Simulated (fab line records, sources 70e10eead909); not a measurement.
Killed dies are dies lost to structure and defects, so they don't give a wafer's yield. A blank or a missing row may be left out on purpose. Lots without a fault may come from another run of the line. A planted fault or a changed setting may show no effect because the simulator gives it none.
Which tool did it? | flow nand_harc | 24 lots, 72 wafers sampled, at 5 steps of a route of 1159

WHAT THE GAUGES READ, wafer by wafer
NHARC_P_M1_INSPECT_27. Usual: raw_defect_count 332, standard deviation 110.
lot  | measured     | on                | raw_defect_count | flag
L074 | day 6 02:27  | defect_inspect-01 | 299 224 265      |
L075 | day 6 10:55  | defect_inspect-01 | 283 313 252      |
L076 | day 6 12:13  | defect_inspect-01 | 269 382 401      |
L077 | day 6 19:13  | defect_inspect-02 | 354 287 232      |
L078 | day 7 05:03  | defect_inspect-01 | 422 517 403      |
L079 | day 7 13:05  | defect_inspect-01 | 280 337 386      |
L080 | day 7 16:03  | defect_inspect-02 | 433 399 283      |
L081 | day 8 01:19  | defect_inspect-01 | 572 312 371      |
L082 | day 8 01:33  | defect_inspect-01 | 307 190 287      |
L083 | day 8 13:19  | defect_inspect-02 | 179 327 186      |
L084 | day 8 13:54  | defect_inspect-02 | 481 315 498      |
L085 | day 9 03:20  | defect_inspect-02 | 274 244 372      |
L087 | day 9 04:26  | defect_inspect-01 | 563 348 703      |
L086 | day 9 04:56  | defect_inspect-01 | 213 414 271      |
L088 | day 9 13:46  | defect_inspect-02 | 159 316 285      |
L089 | day 10 03:50 | defect_inspect-01 | 257 429 361      |
L090 | day 10 06:13 | defect_inspect-01 | 269 320 292      |
L091 | day 10 06:36 | defect_inspect-02 | 468 604 416      |
L092 | day 10 16:21 | defect_inspect-01 | 257 261 254      |
L093 | day 11 00:12 | defect_inspect-02 | 202 386 297      |
L094 | day 11 00:38 | defect_inspect-02 | 723 393 346      |
L096 | day 11 10:13 | defect_inspect-01 | 272 402 489      |
L095 | day 11 10:34 | defect_inspect-02 | 185 314 135      |
L097 | day 11 13:49 | defect_inspect-01 | 421 380 418      |

WHICH TOOL RAN EACH LOT (tool, then ch and the chambers of the sampled wafers, then the start)
lot  | NHARC_P_CONTACT_CVD_23                   | NHARC_P_M0_ETCH_15                            | NHARC_P_M0_DEP_32               | NHARC_P_M1_ETCH_28
L074 | cvd_w-02 ch 0,1, day 5 22:07 or earlier  | rie_diel-12 ch 0,2, day 5 22:07 or earlier    | pecvd-02 ch 0, day 5 22:07      | rie_diel-05 ch 2,3, day 6 02:27 or earlier
L075 | cvd_w-02 ch 0,1, day 6 06:59 or earlier  | rie_diel-12 ch 0,1,2, day 6 06:59 or earlier  | pecvd-03 ch 0,2, day 6 06:59    | rie_diel-09 ch 1,2,3, day 6 10:55 or earlier
L076 | cvd_w-02 ch 0,1, day 6 07:48 or earlier  | rie_diel-10 ch 1,2,3, day 6 07:48 or earlier  | pecvd-02 ch 1,2, day 6 07:48    | rie_diel-05 ch 1,2, day 6 12:13 or earlier
L077 | cvd_w-02 ch 0,1, day 6 15:17 or earlier  | rie_diel-12 ch 0,2,3, day 6 15:17 or earlier  | pecvd-03 ch 0,2, day 6 15:17    | rie_diel-09 ch 1,2, day 6 19:13 or earlier
L078 | cvd_w-01 ch 0,1, day 7 01:09 or earlier  | rie_diel-10 ch 1,2,3, day 7 01:09 or earlier  | pecvd-02 ch 1,2, day 7 01:09    | rie_diel-09 ch 0,1,3, day 7 05:03 or earlier
L079 | cvd_w-01 ch 0,1, day 7 09:04 or earlier  | rie_diel-10 ch 0,2,3, day 7 09:04 or earlier  | pecvd-04 ch 1,2, day 7 09:04    | rie_diel-05 ch 0,1,3, day 7 13:05 or earlier
L080 | cvd_w-01 ch 0,1, day 7 12:10 or earlier  | rie_diel-10 ch 1,2,3, day 7 12:10 or earlier  | pecvd-03 ch 1,2, day 7 12:10    | rie_diel-09 ch 0,1,3, day 7 16:03 or earlier
L081 | cvd_w-01 ch 0, day 7 21:00 or earlier    | rie_diel-12 ch 0,1, day 7 21:00 or earlier    | pecvd-03 ch 2, day 7 21:00      | rie_diel-09 ch 0,1,2, day 8 01:19 or earlier
L082 | cvd_w-02 ch 0,1, day 7 21:32 or earlier  | rie_diel-12 ch 0,3, day 7 21:32 or earlier    | pecvd-04 ch 0,1,2, day 7 21:32  | rie_diel-02 ch 0,1, day 8 01:33 or earlier
L083 | cvd_w-02 ch 0,1, day 8 09:17 or earlier  | rie_diel-04 ch 0,1,3, day 8 09:17 or earlier  | pecvd-03 ch 1,2, day 8 09:17    | rie_diel-09 ch 1,2,3, day 8 13:19 or earlier
L084 | cvd_w-01 ch 0,1, day 8 09:45 or earlier  | rie_diel-12 ch 1,2,3, day 8 09:45 or earlier  | pecvd-04 ch 0,1,2, day 8 09:45  | rie_diel-02 ch 0,1,2, day 8 13:54 or earlier
L085 | cvd_w-02 ch 0,1, day 8 23:19 or earlier  | rie_diel-10 ch 1,2,3, day 8 23:19 or earlier  | pecvd-04 ch 0,1,2, day 8 23:19  | rie_diel-05 ch 0,2,3, day 9 03:20 or earlier
L087 | cvd_w-02 ch 0,1, day 9 00:31 or earlier  | rie_diel-04 ch 1,3, day 9 00:31 or earlier    | pecvd-02 ch 0,1,2, day 9 00:31  | rie_diel-02 ch 0,1,3, day 9 04:26 or earlier
L086 | cvd_w-02 ch 0,1, day 9 00:55 or earlier  | rie_diel-10 ch 0,3, day 9 00:55 or earlier    | pecvd-02 ch 1,2, day 9 00:55    | rie_diel-02 ch 0,2, day 9 04:56 or earlier
L088 | cvd_w-01 ch 0,1, day 9 09:52 or earlier  | rie_diel-04 ch 0,2,3, day 9 09:52 or earlier  | pecvd-03 ch 0,1,2, day 9 09:52  | rie_diel-05 ch 0,1,3, day 9 13:46 or earlier
L089 | cvd_w-02 ch 0,1, day 9 23:42 or earlier  | rie_diel-04 ch 0,1,2, day 9 23:42 or earlier  | pecvd-02 ch 0,2, day 9 23:42    | rie_diel-09 ch 0,1, day 10 03:50 or earlier
L090 | cvd_w-01 ch 0,1, day 10 02:24 or earlier | rie_diel-12 ch 1,2,3, day 10 02:24 or earlier | pecvd-03 ch 0,1,2, day 10 02:24 | rie_diel-05 ch 0,1,3, day 10 06:13 or earlier
L091 | cvd_w-02 ch 0,1, day 10 02:34 or earlier | rie_diel-04 ch 0,2, day 10 02:34 or earlier   | pecvd-02 ch 0,1,2, day 10 02:34 | rie_diel-09 ch 1,2,3, day 10 06:36 or earlier
L092 | cvd_w-01 ch 0,1, day 10 12:23 or earlier | rie_diel-10 ch 0,3, day 10 12:23 or earlier   | pecvd-02 ch 0,1, day 10 12:23   | rie_diel-09 ch 0,3, day 10 16:21 or earlier
L093 | cvd_w-01 ch 0,1, day 10 20:02 or earlier | rie_diel-10 ch 1,2,3, day 10 20:02 or earlier | pecvd-03 ch 0,1, day 10 20:02   | rie_diel-09 ch 1,2,3, day 11 00:12 or earlier
L094 | cvd_w-01 ch 0,1, day 10 20:32 or earlier | rie_diel-04 ch 2,3, day 10 20:32 or earlier   | pecvd-02 ch 0,1,2, day 10 20:32 | rie_diel-05 ch 0,2, day 11 00:38 or earlier
L096 | cvd_w-01 ch 0,1, day 11 06:10 or earlier | rie_diel-12 ch 0,2,3, day 11 06:10 or earlier | pecvd-04 ch 0,1,2, day 11 06:10 | rie_diel-09 ch 1,2,3, day 11 10:13 or earlier
L095 | cvd_w-01 ch 0,1, day 11 06:28 or earlier | rie_diel-12 ch 0,2,3, day 11 06:28 or earlier | pecvd-04 ch 0,2, day 11 06:28   | rie_diel-02 ch 1,2,3, day 11 10:34 or earlier
L097 | cvd_w-02 ch 0,1, day 11 09:49 or earlier | rie_diel-12 ch 1,3, day 11 09:49 or earlier   | pecvd-03 ch 0,1, day 11 09:49   | rie_diel-09 ch 0,1,2, day 11 13:49 or earlier
- NHARC_P_CONTACT_CVD_23: deposits W, target thk 200 nm, time 557 s.
- NHARC_P_M0_ETCH_15: etches the open film in C4F8/Ar, target depth 150 nm, overetch 15 nm, time 82.5 s.
- NHARC_P_M0_DEP_32: deposits SiCN, target thk 30 nm.
- NHARC_P_M1_ETCH_28: etches the open film in CF4/N2, target depth 30 nm, time 72.99 s.

WHAT THE TOOLS THEMSELVES READ (means of the sampled wafers that have a number; where no wafer has one, the mark that the record gives instead)
NHARC_P_CONTACT_CVD_23. Usual: heater_power_w 497 W, standard deviation 46; throttle_valve_pct 8.0 %, standard deviation 0.48.
lot  | tool     | heater_power_w (W) | throttle_valve_pct (%) | flag
L074 | cvd_w-02 | 556                | 7.7                    |
L075 | cvd_w-02 | 549                | 7.7                    |
L076 | cvd_w-02 | 558                | 7.7                    |
L077 | cvd_w-02 | 548                | 7.8                    |
L078 | cvd_w-01 | 460                | 8.3                    |
L079 | cvd_w-01 | 453                | 8.3                    |
L080 | cvd_w-01 | 460                | 8.4                    |
L081 | cvd_w-01 | 458                | 8.2                    |
L082 | cvd_w-02 | 541                | 7.7                    |
L083 | cvd_w-02 | 548                | 7.7                    |
L084 | cvd_w-01 | 458                | 8.4                    |
L085 | cvd_w-02 | 531                | 7.6                    |
L087 | cvd_w-02 | 533                | 7.7                    |
L086 | cvd_w-02 | 547                | 7.5                    |
L088 | cvd_w-01 | 457                | 8.5                    |
L089 | cvd_w-02 | 533                | 7.3                    |
L090 | cvd_w-01 | 453                | 8.4                    |
L091 | cvd_w-02 | 547                | 7.5                    |
L092 | cvd_w-01 | 461                | 8.4                    |
L093 | cvd_w-01 | 457                | 8.3                    |
L094 | cvd_w-01 | 456                | 8.4                    |
L096 | cvd_w-01 | 460                | 8.4                    |
L095 | cvd_w-01 | 454                | 8.3                    |
L097 | cvd_w-02 | 521                | 7.3                    |

NHARC_P_M0_ETCH_15. Usual: oes_product_au 0.950 a.u., standard deviation 0.023; rf_vpp_V 441.1 V, standard deviation 2.4.
lot  | tool        | oes_product_au (a.u.) | rf_vpp_V (V) | flag
L074 | rie_diel-12 | 0.980                 | 443.3        |
L075 | rie_diel-12 | 0.983                 | 442.1        |
L076 | rie_diel-10 | 0.918                 | 442.1        |
L077 | rie_diel-12 | 0.927                 | 441.5        |
L078 | rie_diel-10 | 0.921                 | 441.1        |
L079 | rie_diel-10 | 0.964                 | 441.3        |
L080 | rie_diel-10 | 0.923                 | 441.4        |
L081 | rie_diel-12 | 0.935                 | 442.5        |
L082 | rie_diel-12 | 0.921                 | 442.6        |
L083 | rie_diel-04 | 0.933                 | 440.9        |
L084 | rie_diel-12 | 0.930                 | 439.9        |
L085 | rie_diel-10 | 0.959                 | 441.1        |
L087 | rie_diel-04 | 0.960                 | 441.3        |
L086 | rie_diel-10 | 0.965                 | 440.1        |
L088 | rie_diel-04 | 0.922                 | 441.0        |
L089 | rie_diel-04 | 0.954                 | 439.7        |
L090 | rie_diel-12 | 0.979                 | 439.4        |
L091 | rie_diel-04 | 0.959                 | 440.5        |
L092 | rie_diel-10 | 0.967                 | 440.1        |
L093 | rie_diel-10 | 0.965                 | 441.6        |
L094 | rie_diel-04 | 0.938                 | 440.1        |
L096 | rie_diel-12 | 0.957                 | 440.8        |
L095 | rie_diel-12 | 0.964                 | 440.8        |
L097 | rie_diel-12 | 0.969                 | 440.3        |

NHARC_P_M0_DEP_32. Usual: heater_power_w 623 W, standard deviation 47; showerhead_vpp_V 1310 V, standard deviation 78.
lot  | tool     | heater_power_w (W) | showerhead_vpp_V (V) | flag
L074 | pecvd-02 | 679                | 1313                 |
L075 | pecvd-03 | 596                | 1388                 |
L076 | pecvd-02 | 655                | 1276                 |
L077 | pecvd-03 | 589                | 1387                 |
L078 | pecvd-02 | 629                | 1253                 |
L079 | pecvd-04 | 653                | 1326                 |
L080 | pecvd-03 | 612                | 1237                 |
L081 | pecvd-03 | 591                | 1393                 |
L082 | pecvd-04 | 584                | 1357                 |
L083 | pecvd-03 | 625                | 1303                 |
L084 | pecvd-04 | 618                | 1351                 |
L085 | pecvd-04 | 635                | 1347                 |
L087 | pecvd-02 | 648                | 1291                 |
L086 | pecvd-02 | 623                | 1243                 |
L088 | pecvd-03 | 595                | 1301                 |
L089 | pecvd-02 | 631                | 1308                 |
L090 | pecvd-03 | 569                | 1296                 |
L091 | pecvd-02 | 654                | 1288                 |
L092 | pecvd-02 | 676                | 1312                 |
L093 | pecvd-03 | 605                | 1234                 |
L094 | pecvd-02 | 645                | 1276                 |
L096 | pecvd-04 | 650                | 1347                 |
L095 | pecvd-04 | 670                | 1390                 |
L097 | pecvd-03 | 569                | 1311                 |

NHARC_P_M1_ETCH_28. Usual: drypump_motor_current_A 5.7 A, standard deviation 0.39; oes_product_au 0.997 a.u., standard deviation 0.012; rf_vpp_V 315.4 V, standard deviation 1.6; showerhead_plenum_p_Torr 2.70 Torr, standard deviation 0.081; throttle_valve_pct 19.794 %, standard deviation 0.0084.
lot  | tool        | drypump_motor_current_A (A) | oes_product_au (a.u.) | rf_vpp_V (V) | showerhead_plenum_p_Torr (Torr) | throttle_valve_pct (%) | flag
L074 | rie_diel-05 | 6.0                         | 1.005                 | 316.1        | 2.76                            | 19.791                 |
L075 | rie_diel-09 | 5.7                         | 0.988                 | 314.5        | 2.69                            | 19.789                 |
L076 | rie_diel-05 | 5.4                         | 0.999                 | 315.5        | 2.70                            | 19.791                 |
L077 | rie_diel-09 | 5.9                         | 1.000                 | 315.0        | 2.65                            | 19.796                 |
L078 | rie_diel-09 | 5.6                         | 0.994                 | 314.5        | 2.71                            | 19.787                 |
L079 | rie_diel-05 | 5.7                         | 1.001                 | 316.5        | 2.74                            | 19.800                 |
L080 | rie_diel-09 | 5.6                         | 0.983                 | 315.6        | 2.71                            | 19.794                 |
L081 | rie_diel-09 | 5.8                         | 0.991                 | 315.6        | 2.67                            | 19.797                 |
L082 | rie_diel-02 | 5.1                         | 0.989                 | 313.8        | 2.54                            | 19.793                 |
L083 | rie_diel-09 | 5.7                         | 0.995                 | 314.7        | 2.68                            | 19.794                 |
L084 | rie_diel-02 | 5.6                         | 1.003                 | 313.5        | 2.60                            | 19.791                 |
L085 | rie_diel-05 | 5.8                         | 1.003                 | 316.5        | 2.77                            | 19.789                 |
L087 | rie_diel-02 | 5.6                         | 0.997                 | 314.7        | 2.64                            | 19.803                 |
L086 | rie_diel-02 | 5.9                         | 1.003                 | 312.7        | 2.60                            | 19.790                 |
L088 | rie_diel-05 | 5.7                         | 1.011                 | 316.6        | 2.74                            | 19.784                 |
L089 | rie_diel-09 | 5.6                         | 0.990                 | 315.3        | 2.69                            | 19.794                 |
L090 | rie_diel-05 | 5.7                         | 1.013                 | 316.6        | 2.74                            | 19.799                 |
L091 | rie_diel-09 | 5.7                         | 0.992                 | 314.5        | 2.68                            | 19.797                 |
L092 | rie_diel-09 | 5.5                         | 0.995                 | 315.2        | 2.76                            | 19.795                 |
L093 | rie_diel-09 | 5.7                         | 0.992                 | 315.0        | 2.68                            | 19.796                 |
L094 | rie_diel-05 | 5.6                         | 0.985                 | 317.0        | 2.79                            | 19.790                 |
L096 | rie_diel-09 | 5.7                         | 0.989                 | 314.8        | 2.68                            | 19.792                 |
L095 | rie_diel-02 | 6.1                         | 1.012                 | 316.3        | 2.70                            | 19.789                 |
L097 | rie_diel-09 | 5.8                         | 0.993                 | 314.9        | 2.67                            | 19.795                 |

THE ANSWER, worked out from the rows above alone
Rule: a lot is off if the mean of its wafers that have a number lies more than 3 standard deviations from the usual mean. A lot without any number at a reading at which 4 lots or more have one is off too. The other lots that the step has rows for count as sound. The gauges are gone through in route order, then the tools' own readings, and for those a lot's mean is taken as printed above. The first step at which some lot is off is used, and at that step the reading that is off furthest; a lot without a number counts as furthest.
No lot is off at any reading shown: from this, nothing can be told.

WHAT THE SIMULATOR HAD PUT IN
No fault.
